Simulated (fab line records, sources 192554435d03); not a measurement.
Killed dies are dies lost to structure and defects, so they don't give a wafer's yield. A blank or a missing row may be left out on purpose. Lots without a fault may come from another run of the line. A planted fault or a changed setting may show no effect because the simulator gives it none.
fab line records | flow n5_finfet
record lots=9 wafers=27 last_day=18
route steps=1938 shown MOL_CONTACT_COAG@561 BEOL_M4@1111 PASSIVATION@1936
lots that met no fault: from a run of the same line without faults
start_h: hours from the record's first day to the start of the lot's first wafer shown | wait_h: hours since the lot's step before | " the same as in the row above | L1.1+2: a row that stands for several wafers | - no value, or no start given | * or withheld: withheld | < > ~ a bound
route shown NAME@n: a module of which the file shows steps, and the number in the route of the first | usual: mean/standard deviation of fault-free wafers | same: alike in all rows | chamber/n: place in a boat | sites: the reading at each site | _std_site: their standard deviation | _edge_site: outer sites' mean less inner sites' | radius_mm: how far each site lies from the wafer's centre | mask NAME#n: copy n | behind: the tool/chamber that last shaped the wafer | hold: why the lot was held/for how many hours/how that ended | device: the transistor (n, p or np) that didn't switch | end of line: the same wafers' tests at the end of the route | a step without rows: its recipe alone | killed: dies lost to structure and defects at the first sort, not the wafer's yield | map: a wafer's dies, x killed, . not, _ none there
set.NAME: the setting as run; set.NAME@STEP: as run at that earlier step | model.NAME: the simulator's own value behind a step, which no gauge read
steps of the route over a sample of lots; a table a step, a row a wafer
services: from which hour (start_h, from the record's first day; less than 0 if before it) a tool's chamber was out of use, for how many hours, and why
## steps
# step N5_MOL_CONTACT_COAG_THK_MEAS_29
# recipe reads=SiNx_of_GATE_CUT_PECVD_57+SiNx_of_GATE_CUT_SAC_CAP_01
# usual MD_CAP_THK=17.93/0.1
# columns lot.wafer tool chamber start_h wait_h MD_CAP_THK[nm]
L377.1 film_metro-01 - 108.28 - 17.89
L377.3 " - " " 18.10
L377.5 " - " " 17.86
L378.2 film_metro-02 - 114.58 - 17.95
L378.5 " - " " 17.96
L378.6 " - " " 17.88
L382.1 film_metro-02 - 142.42 - 17.79
L382.4 " - " " 17.73
L382.6 " - " " 17.88
L385.1 film_metro-01 - 164.44 - 17.93
L385.5 " - " " 18.06
L385.6 " - " " 17.96
L386.2 film_metro-02 - 166.85 - 17.97
L386.3 " - " " 17.84
L386.5 " - " " 17.91
L388.2 film_metro-01 - 182.14 - 17.88
L388.3 " - " " 18.02
L388.5 " - " " 17.83
L390.1 film_metro-02 - 190.29 - 17.94
L390.2 " - " " 17.91
L390.5 " - " " 17.80
L396.2 film_metro-02 - 226.42 - 17.91
L396.3 " - " " 17.95
L396.4 " - " " 17.82
L398.1 film_metro-01 - 242.54 - 17.91
L398.5 " - " " 18.02
L398.6 " - " " 17.98
# step N5_MOL_CONTACT_COAG_DESCUM_88
# recipe chemistry=O2 time_s=7 source_power_w=50 bias_power_w=20 pressure_mtorr=20 rf_frequency_hz=2.712e+07 temp_c=40 resist=CAR-EUV o2_flow_sccm=225
# usual drypump_motor_current_A=5.7/0.54 oes_product_au=0.79/0.11 rf_vpp_V=242.7/1.5 showerhead_plenum_p_Torr=2.07/0.08 throttle_valve_pct=20.38/0.24
# columns lot.wafer tool chamber start_h wait_h drypump_motor_current_A oes_product_au rf_hours_counter_h rf_vpp_V showerhead_plenum_p_Torr throttle_valve_pct
L377.1 rie_diel-01 0 110.11 0.1 6.0 0.81 90 244.9 2.10 20.22
L377.3 " 3 " " 6.1 0.68 246 243.2 2.08 20.89
L377.5 " 0 " " 6.0 0.81 - 242.0 2.10 20.22
L378.2 rie_diel-01 1 116.23 0.7 6.7 0.70 237 241.7 2.06 20.84
L378.5 " 1 " " 6.7 0.70 - 240.7 2.06 20.81
L378.6 " 2 " " 5.2 0.70 - 241.5 2.07 20.40
L382.1 rie_diel-01 3 143.56 0.0 6.1 0.98 1 241.2 2.08 20.50
L382.4 " 2 " " 5.1 0.69 - 242.5 2.06 20.43
L382.6 " 3 " " 6.1 0.98 - 243.7 2.08 20.51
L385.1 rie_diel-06 3 165.44 0.0 5.3 0.95 12 241.6 2.06 20.04
L385.5 " 1 " " 4.9 0.82 - 243.7 2.11 20.20
L385.6 " 2 " " 5.5 0.86 - 242.7 2.12 20.67
L386.2 rie_diel-02 2 169.07 1.1 5.4 0.98 4 245.5 2.24 20.30
L386.3 " 1 " " 5.3 0.67 234 240.8 1.97 20.46
L386.5 " 3 " " 6.5 0.69 - 242.2 1.96 20.04
L388.2 rie_diel-06 0 185.85 0.0 5.5 0.98 7 243.5 2.24 20.29
L388.3 " 3 " " 5.3 0.92 18 242.2 2.06 20.05
L388.5 " 0 " " 5.5 0.99 - 245.9 2.24 20.32
L390.1 rie_diel-01 2 192.01 0.0 5.1 0.98 4 242.9 2.06 19.93
L390.2 " 1 " " 6.7 0.94 10 242.3 2.05 20.44
L390.5 " 2 " " 5.1 0.99 - 241.1 2.06 19.92
L396.2 rie_diel-02 0 227.61 0.0 5.6 0.71 203 242.6 1.99 20.53
L396.3 " 3 " " 6.5 0.68 226 240.8 1.96 20.09
L396.4 " 3 " " 6.5 0.67 - 240.5 1.96 20.06
L398.1 rie_diel-01 0 243.54 0.0 6.0 0.76 142 242.6 2.08 20.32
L398.5 " 1 " " 6.7 0.91 - 245.2 2.04 20.47
L398.6 " 2 " " 5.1 0.93 - 243.1 2.05 19.94
# step N5_MOL_CONTACT_COAG_ETCH_89
# recipe chemistry=N2/H2 target=underlayer target_depth_a=130 mask_material=CAR-EUV time_s=10.4 ion_energy_ev=200 pressure_mtorr=30 source_w=840 bias_w=150 n2_flow_sccm=200 h2_flow_sccm=200 ends=cleared
# usual drypump_motor_current_A=5.7/0.54 etch_rf_on_time_s=10.45/0.22 oes_product_au=0.68/0.091 rf_fwd_power_W=819.1/2.5 rf_vpp_V=523.1/2.7 showerhead_plenum_p_Torr=2.51/0.092 throttle_valve_pct=17.84/0.21
# columns lot.wafer tool chamber start_h wait_h drypump_motor_current_A etch_rf_on_time_s oes_product_au rf_fwd_power_W rf_hours_counter_h rf_vpp_V showerhead_plenum_p_Torr throttle_valve_pct
L377.1 rie_diel-01 0 110.15 0.0 6.0 10.62 0.69 822.6 90 524.5 2.56 17.71
L377.3 " 3 " " 6.1 10.20 0.59 819.3 246 522.7 2.50 18.16
L377.5 " 0 " " 6.0 10.73 0.68 821.8 - 523.5 2.56 17.72
L378.2 rie_diel-01 1 116.27 0.0 6.7 10.61 0.59 820.9 237 522.4 2.50 18.26
L378.5 " 1 " " 6.7 10.54 0.60 826.3 - 523.1 2.50 18.26
L378.6 " 2 " " 5.1 10.43 0.60 821.2 - 522.9 2.51 17.86
L382.1 rie_diel-01 3 143.59 0.0 6.1 10.20 0.84 819.7 1 523.7 2.50 17.72
L382.4 " 2 " " 5.1 10.27 0.59 818.9 - 525.5 2.50 17.89
L382.6 " 3 " " 6.1 10.12 0.83 820.0 - 522.1 2.50 17.71
L385.1 rie_diel-06 3 165.48 0.0 5.3 10.18 0.80 815.4 12 520.6 2.50 17.46
L385.5 " 1 " " 4.9 10.48 0.69 823.3 - 524.3 2.55 17.59
L385.6 " 2 " " 5.5 10.57 0.72 820.4 - 523.7 2.58 18.02
L386.2 rie_diel-02 2 169.11 0.0 5.4 10.61 0.83 816.4 4 528.9 2.72 17.72
L386.3 " 1 " " 5.3 10.86 0.57 818.8 234 519.4 2.39 17.86
L386.5 " 3 " " 6.5 10.31 0.59 818.7 - 520.6 2.44 17.86
L388.2 rie_diel-06 0 185.88 0.0 5.6 10.31 0.82 821.9 7 529.0 2.72 17.76
L388.3 " 3 " " 5.3 9.93 0.80 820.6 18 522.9 2.49 17.46
L388.5 " 0 " " 5.5 10.21 0.83 820.9 - 526.9 2.72 17.76
L390.1 rie_diel-01 2 192.04 0.0 5.2 10.33 0.84 821.1 4 523.4 2.49 17.36
L390.2 " 1 " " 6.7 10.25 0.81 818.1 10 524.0 2.49 17.86
L390.5 " 2 " " 5.2 10.30 0.84 817.7 - 523.8 2.49 17.36
L396.2 rie_diel-02 0 227.64 0.0 5.6 10.59 0.61 816.4 203 522.0 2.42 18.07
L396.3 " 3 " " 6.5 10.55 0.58 822.6 226 520.0 2.43 17.87
L396.4 " 3 " " 6.5 10.68 0.57 820.8 - 519.9 2.43 17.91
L398.1 rie_diel-01 0 243.58 0.0 6.0 11.04 0.63 819.8 142 523.0 2.54 17.79
L398.5 " 1 " " 6.8 10.28 0.77 819.5 - 521.1 2.49 17.86
L398.6 " 2 " " 5.1 10.33 0.78 818.8 - 521.8 2.49 17.40
# step N5_MOL_CONTACT_COAG_ETCH_91
# recipe chemistry=N2/H2 target=SOC target_depth_a=600 overetch_a=210 mask_material=SiARC temp_c=40 time_s=101.2 ion_energy_ev=200 pressure_mtorr=30 source_w=840 bias_w=150 n2_flow_sccm=200 h2_flow_sccm=200
# usual drypump_motor_current_A=5.7/0.55 oes_product_au=0.69/0.085 rf_fwd_power_W=835/3.1 rf_vpp_V=523.4/2.4 showerhead_plenum_p_Torr=2.52/0.08 throttle_valve_pct=17.78/0.22
# columns lot.wafer tool chamber start_h wait_h drypump_motor_current_A oes_product_au rf_fwd_power_W rf_hours_counter_h rf_vpp_V showerhead_plenum_p_Torr throttle_valve_pct
L377.1 rie_diel-01 2 110.46 0.0 5.1 0.59 835 224 524.4 2.51 17.81
L377.3 " 1 " " 6.7 0.59 831 234 522.3 2.50 18.22
L377.5 " 1 " " 6.7 0.59 836 - 524.1 2.50 18.24
L378.2 rie_diel-01 0 116.58 0.0 6.0 0.68 833 93 523.0 2.56 17.69
L378.5 " 1 " " 6.7 0.59 829 - 523.1 2.50 18.23
L378.6 " 0 " " 6.0 0.68 833 - 525.4 2.56 17.69
L382.1 rie_diel-01 0 143.96 0.0 6.0 0.66 836 109 524.1 2.55 17.72
L382.4 " 2 " " 5.1 0.58 838 - 523.1 2.50 17.84
L382.6 " 0 " " 6.0 0.66 840 - 523.9 2.55 17.71
L385.1 rie_diel-01 0 166.74 0.0 6.0 0.66 1038 119 487.8 2.55 17.75
L385.5 " 3 " " 6.1 0.78 1033 - 485.3 2.50 17.70
L385.6 " 0 " " 6.0 0.66 1043 - 487.6 2.55 17.75
L386.2 rie_diel-06 0 169.43 0.0 5.5 0.83 838 2 527.7 2.72 17.72
L386.3 " 1 " " 4.9 0.67 835 120 526.9 2.55 17.56
L386.5 " 2 " " 5.5 0.72 832 - 524.9 2.58 18.00
L388.2 rie_diel-01 2 187.22 0.0 5.2 0.83 1034 2 486.2 2.49 17.33
L388.3 " 3 " " 6.1 0.76 1041 19 485.2 2.49 17.71
L388.5 " 2 " " 5.1 0.83 1037 - 485.2 2.50 17.35
L390.1 rie_diel-01 2 192.36 0.0 5.1 0.81 1038 4 485.4 2.49 17.33
L390.2 " 0 " " 6.0 0.65 1040 127 487.7 2.54 17.77
L390.5 " 0 " " 6.0 0.65 1040 - 489.2 2.54 17.75
L396.2 rie_diel-06 0 227.96 0.0 5.6 0.78 838 21 528.7 2.71 17.75
L396.3 " 2 " " 5.5 0.70 834 72 524.3 2.58 18.03
L396.4 " 1 " " 4.9 0.66 840 138 523.2 2.54 17.60
L398.1 rie_diel-02 0 243.91 0.0 5.6 0.59 831 211 519.6 2.41 18.04
L398.5 " 0 " " 5.6 0.60 838 - 520.3 2.41 18.04
L398.6 " 3 " " 6.5 0.56 839 - 519.5 2.43 17.89
# step N5_BEOL_M4_RC_MEAS_101
# usual DIBL_N=36.2/1.6 DIBL_P=36.1/2 IOFF_N=0.16/0.032 IOFF_P=0.22/0.036 ION_N=672/11 ION_P=463/7.5 SS_N=71.4/0.58 SS_P=73.2/0.67 VT_N=250/3.3 VT_P=-250/3.3
# columns lot.wafer tool chamber start_h wait_h DIBL_N[mV/V] DIBL_P[mV/V] IOFF_N[nA/um] IOFF_P[nA/um] ION_N[uA/um] ION_P[uA/um] SS_N[mV/dec] SS_P[mV/dec] VT_N[mV] VT_P[mV]
L377.1 prober-02 0 179.65 0.0 35.8 36.9 0.15 0.22 678 470 71.6 73.6 248 -250
L377.3 " 0 " " 35.9 35.7 0.15 0.19 664 457 71.4 72.8 249 -252
L377.5 " 0 " " 38.0 39.7 0.19 0.27 675 469 72.2 74.3 249 -249
L378.2 prober-02 0 181.64 0.2 36.3 35.6 0.16 0.23 683 474 71.8 73.3 247 -250
L378.5 " 0 " " 37.3 37.0 0.18 0.25 680 465 71.7 73.5 247 -246
L378.6 " 0 " " 37.1 36.1 0.16 0.22 680 472 71.6 73.8 248 -250
L382.1 prober-02 0 213.45 0.0 34.3 33.8 0.13 0.17 659 452 71.4 72.2 255 -256
L382.4 " 0 " " 33.2 33.0 0.12 0.15 648 440 70.8 72.7 257 -258
L382.6 " 0 " " 35.8 37.2 0.16 0.22 670 458 71.2 73.9 249 -252
L385.1 prober-02 0 234.37 0.0 36.8 37.0 0.18 0.23 673 461 71.7 73.3 248 -250
L385.5 " 0 " " 36.4 36.5 0.18 0.22 676 470 71.3 73.8 249 -251
L385.6 " 0 " " 34.8 35.0 0.15 0.21 676 465 71.6 73.7 248 -248
L386.2 prober-01 0 238.05 0.2 35.3 35.8 0.15 0.24 675 474 71.6 72.6 250 -246
L386.3 " 0 " " 36.7 37.5 0.18 0.27 681 474 72.1 73.8 247 -243
L386.5 " 0 " " 36.0 36.4 0.15 0.24 677 471 71.7 73.5 250 -247
L388.2 prober-02 0 253.70 0.2 37.5 39.2 0.22 0.26 680 463 71.8 74.1 243 -250
L388.3 " 0 " " 39.5 41.9 0.26 0.31 693 475 73.1 74.5 243 -246
L388.5 " 0 " " 37.5 39.3 0.20 0.25 690 472 71.6 74.0 245 -250
L390.1 prober-02 0 270.23 0.0 35.3 35.2 0.15 0.20 676 465 71.4 73.8 248 -251
L390.2 " 0 " " 41.1 40.7 0.29 0.29 699 466 73.2 74.8 240 -247
L390.5 " 0 " " 36.6 37.4 0.17 0.23 674 466 71.1 73.8 247 -247
L396.2 prober-02 0 294.98 0.2 33.0 30.8 0.11 0.15 649 449 71.1 72.6 257 -254
L396.3 " 0 " " 38.4 38.8 0.20 0.27 676 463 71.9 74.0 248 -244
L396.4 " 0 " " 35.4 34.2 0.13 0.19 670 463 71.2 72.6 251 -249
L398.1 prober-02 0 339.85 0.0 38.7 39.5 0.20 0.25 694 469 72.4 73.6 244 -246
L398.5 " 0 " " 36.5 37.2 0.16 0.22 679 470 72.2 73.4 250 -247
L398.6 " 0 " " 34.7 35.7 0.13 0.20 661 465 71.4 72.2 252 -252
# step N5_PASSIVATION_PROBE_49
# usual defect_limited_yield=91.4/1.3 killed_at_M0_to_M3=34/10 killed_at_M4_up=14/5.6 killed_at_contacts=13/5.9 killed_at_front_end=37/9.9 killed_at_other=3.5/2.8 killed_dies=101/15 killed_on_rim=13/3.9 killed_open=67/12 killed_short=32/6.6 sort_bin_4_leakage=0.00/0.014 sort_bin_5_function=5.0/0.81 sort_bin_6_memory=3.2/0.66 sort_n_pass=1079/15 sort_yield_pct=91.4/1.3
# same gross_dies=1180 killed_at_back_side=0 sort_bin_8_speed[%]=0
# columns lot.wafer tool chamber start_h wait_h defect_limited_yield[%] killed_at_M0_to_M3 killed_at_M4_up killed_at_contacts killed_at_front_end killed_at_other killed_dies killed_on_rim killed_open killed_short sort_bin_4_leakage[%] sort_bin_5_function[%] sort_bin_6_memory[%] sort_n_pass sort_yield_pct[%]
L378.2 prober-02 - 288.47 0.1 92.5 39 12 8 26 3 88 16 59 28 0 4.0 3.2 1092 92.5
L378.5 prober-02 - 288.62 0.2 92.6 33 22 4 26 2 87 13 61 23 0 4.4 2.5 1093 92.6
L378.6 prober-02 - 288.67 0.3 92.4 34 14 8 30 4 90 16 55 34 0 4.3 3.2 1090 92.4
L382.1 prober-01 - 316.64 0.0 90.6 29 14 12 51 5 111 22 72 36 0 5.9 3.1 1069 90.6
L382.4 prober-01 - 316.79 0.2 88.6 34 23 22 50 5 134 24 86 47 0 6.7 4.0 1046 88.6
L382.6 prober-01 - 316.89 0.3 90.9 40 11 9 41 6 107 14 71 35 0 5.2 3.2 1073 90.9
L385.1 prober-02 - 337.09 0.0 91.9 45 8 10 29 4 96 13 68 28 0 4.9 3.1 1084 91.9
L385.5 prober-02 - 337.29 0.2 90.5 43 18 4 46 1 112 11 78 34 0 5.3 4.0 1068 90.5
L385.6 prober-02 - 337.34 0.3 89.1 57 11 11 45 5 129 17 86 43 0 6.4 4.2 1051 89.1
L386.2 prober-01 - 342.33 0.1 92.4 20 13 21 34 2 90 6 60 29 0 4.5 2.9 1090 92.4
L386.3 prober-01 - 342.38 0.1 92.6 17 10 16 36 8 87 13 52 30 0 3.6 2.7 1093 92.6
L386.5 prober-01 - 342.48 0.2 92.3 20 11 18 39 3 91 13 58 30 0 5.1 2.2 1089 92.3
L396.2 prober-01 - 397.32 0.1 90.0 52 27 4 29 6 118 10 86 31 0 5.5 4.4 1062 90.0
L396.3 prober-01 - 397.37 0.1 92.5 32 13 13 28 3 89 14 50 39 0 4.6 2.5 1091 92.5
L396.4 prober-01 - 397.42 0.2 91.1 50 13 6 33 3 105 10 76 29 0 5.4 3.3 1075 91.1
# killed by level:class
L378.2 BEOL_M2:geometric_particle:open=9 STI_FIN_REVEAL:geometric_particle:open=8 MOL_CONTACT_COAG:geometric_particle:open=8 BEOL_M0_SAQP:geometric_particle:open=6 GATE_CUT:geometric_particle:short=5 BEOL_M0_SAQP:geometric_particle:short=5 BEOL_M0:geometric_particle:open=5 BEOL_M1:geometric_particle:open=4
L378.5 BEOL_M2:geometric_particle:open=12 BEOL_M4:geometric_particle:open=10 GATE_CUT:geometric_particle:short=6 BEOL_M0_SAQP:geometric_particle:open=6 STI_FIN_REVEAL:geometric_particle:open=4 BEOL_M1:geometric_particle:open=4 FIN_SAQP:geometric_particle:open=3 GATE_CUT:geometric_particle:open=3
L378.6 MOL_CONTACT_COAG:geometric_particle:open=7 FIN_SAQP:geometric_particle:short=6 BEOL_M0_SAQP:geometric_particle:short=6 STI_FIN_REVEAL:geometric_particle:open=5 BEOL_M0_SAQP:geometric_particle:open=5 BEOL_M2:geometric_particle:open=5 BEOL_M4:geometric_particle:open=5 BEOL_M1:geometric_particle:short=4
L382.1 STI_FIN_REVEAL:geometric_particle:open=14 MOL_CONTACT_COAG:geometric_particle:open=11 FIN_SAQP:geometric_particle:short=8 BEOL_M1:geometric_particle:open=8 BEOL_M4:geometric_particle:open=7 STI_FIN_REVEAL:geometric_particle:short=6 FIN_SAQP:geometric_particle:open=5 GATE_CUT:geometric_particle:short=4
L382.4 FIN_SAQP:geometric_particle:short=19 MOL_CONTACT_COAG:geometric_particle:open=17 FIN_SAQP:geometric_particle:open=12 BEOL_M1:geometric_particle:open=11 BEOL_M4:geometric_particle:open=10 BEOL_M0_SAQP:geometric_particle:open=10 STI_FIN_REVEAL:geometric_particle:open=5 MOL_CONTACT_COAG:geometric_particle:short=5
L382.6 DUMMY_GATE:geometric_particle:open=10 MOL_CONTACT_COAG:geometric_particle:open=9 BEOL_M1:geometric_particle:open=8 STI_FIN_REVEAL:geometric_particle:open=7 BEOL_M0:geometric_particle:open=7 GATE_CUT:geometric_particle:short=5 BEOL_M4:geometric_particle:open=5 BEOL_M0:geometric_particle:short=5
L385.1 BEOL_M0_SAQP:geometric_particle:open=9 MOL_CONTACT_COAG:geometric_particle:open=8 BEOL_M2:geometric_particle:open=8 STI_FIN_REVEAL:geometric_particle:open=7 BEOL_M0_SAQP:geometric_particle:short=7 BEOL_M3:geometric_particle:open=7 BEOL_M1:geometric_particle:open=6 FIN_SAQP:geometric_particle:short=4
L385.5 BEOL_M2:geometric_particle:open=15 STI_FIN_REVEAL:geometric_particle:open=11 BEOL_M0_SAQP:geometric_particle:short=7 BEOL_M5:geometric_particle:open=6 FIN_SAQP:geometric_particle:open=6 BEOL_M4:geometric_particle:open=6 BEOL_M1:geometric_particle:open=5 BEOL_M3:geometric_particle:open=5
L385.6 BEOL_M0_SAQP:geometric_particle:short=14 BEOL_M0_SAQP:geometric_particle:open=13 BEOL_M1:geometric_particle:open=11 DUMMY_GATE:geometric_particle:open=9 MOL_CONTACT_COAG:geometric_particle:open=9 FIN_SAQP:geometric_particle:short=7 STI_FIN_REVEAL:geometric_particle:open=7 BEOL_M2:geometric_particle:open=7
L386.2 MOL_CONTACT_COAG:geometric_particle:open=15 FIN_SAQP:geometric_particle:open=6 MOL_CONTACT_COAG:geometric_particle:short=6 BEOL_M4:geometric_particle:open=6 FIN_SAQP:geometric_particle:short=5 BEOL_M0_SAQP:geometric_particle:open=5 DUMMY_GATE:geometric_particle:open=4 BEOL_M0_SAQP:geometric_particle:short=4
L386.3 MOL_CONTACT_COAG:geometric_particle:open=14 FIN_SAQP:geometric_particle:short=8 FIN_SAQP:geometric_particle:open=7 BEOL_M4:geometric_particle:open=6 STI_FIN_REVEAL:geometric_particle:open=5 HKMG_FIN:area_etch=5 BEOL_M0_SAQP:geometric_particle:short=4 BEOL_M2:geometric_particle:open=4
L386.5 MOL_CONTACT_COAG:geometric_particle:open=15 FIN_SAQP:geometric_particle:open=9 FIN_SAQP:geometric_particle:short=7 BEOL_M0:geometric_particle:open=6 BEOL_M0_SAQP:geometric_particle:open=6 DUMMY_GATE:geometric_particle:open=5 GATE_CUT:geometric_particle:open=4 STARTING-WAFER:geometric_particle:short=4
L396.2 BEOL_M0_SAQP:geometric_particle:open=14 BEOL_M4:geometric_particle:open=13 BEOL_M0_SAQP:geometric_particle:short=10 BEOL_M0:geometric_particle:open=9 BEOL_M3:geometric_particle:open=9 FIN_SAQP:geometric_particle:open=5 STI_FIN_REVEAL:geometric_particle:open=5 GATE_CUT:geometric_particle:short=4
L396.3 GATE_CUT:geometric_particle:short=9 BEOL_M0_SAQP:geometric_particle:short=8 BEOL_M4:geometric_particle:open=8 MOL_CONTACT_COAG:geometric_particle:open=7 MOL_CONTACT_COAG:geometric_particle:short=6 BEOL_M2:geometric_particle:open=5 BEOL_M0_SAQP:geometric_particle:open=4 BEOL_M1:geometric_particle:short=4
L396.4 BEOL_M3:geometric_particle:open=11 BEOL_M0_SAQP:geometric_particle:open=10 BEOL_M0_SAQP:geometric_particle:short=8 BEOL_M4:geometric_particle:open=8 BEOL_M2:geometric_particle:open=8 FIN_SAQP:geometric_particle:open=7 STI_FIN_REVEAL:geometric_particle:open=5 GATE_CUT:geometric_particle:short=5
## services
# columns tool chamber start_h hours kind
rie_diel-02 - 96.68 28.1 pm
rie_diel-01 - 105.62 2.8 pm
rie_diel-06 3 116.09 - clean
rie_diel-06 3 116.09 - consumable_replace:focus_ring
rie_diel-06 3 116.09 18.1 scheduled_down
rie_diel-06 3 116.09 18.1 vent_cycle
rie_diel-01 3 118.77 - clean
rie_diel-01 3 118.77 - consumable_replace:focus_ring
rie_diel-01 3 118.77 22.9 scheduled_down
rie_diel-01 3 118.77 22.9 vent_cycle
rie_diel-02 3 126.12 3.5 repair
rie_diel-01 1 141.67 - clean
rie_diel-01 1 141.67 - consumable_replace:focus_ring
rie_diel-01 1 141.67 20.2 scheduled_down
rie_diel-01 1 141.67 20.2 vent_cycle
rie_diel-06 0 141.86 - clean
rie_diel-02 3 143.67 19.0 repair
rie_diel-01 2 162.14 - clean
rie_diel-01 2 162.14 - consumable_replace:focus_ring
rie_diel-01 2 162.14 15.7 scheduled_down
rie_diel-01 2 162.14 15.7 vent_cycle
rie_diel-02 1 209.60 1.2 repair
rie_diel-06 2 212.80 6.6 repair
rie_diel-01 0 231.78 6.0 repair
## key
first_sign step=N5_MOL_CONTACT_COAG_ETCH_91 reading=rf_fwd_power_W direction=up sigmas=66 usual=* struck=*
effect step=N5_MOL_CONTACT_COAG_ETCH_91 reading=rf_vpp_V direction=down sigmas=15 usual=523.4 struck=486.6
met_at N5_MOL_CONTACT_COAG_ETCH_91
struck_lots L385,L388,L390
not_acting_at N5_MOL_CONTACT_COAG_THK_MEAS_29,N5_MOL_CONTACT_COAG_DESCUM_88,N5_MOL_CONTACT_COAG_ETCH_89
onset_between 143.96 166.74
fault kind=process_parameter_drift tool=rie_diel-01 chamber=- onset_h=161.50 steps=N5_MOL_CONTACT_COAG_ETCH_91 channel=source_w offset=201.6 shape=step end_h=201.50 acts_in=these_recipes_only stated=840
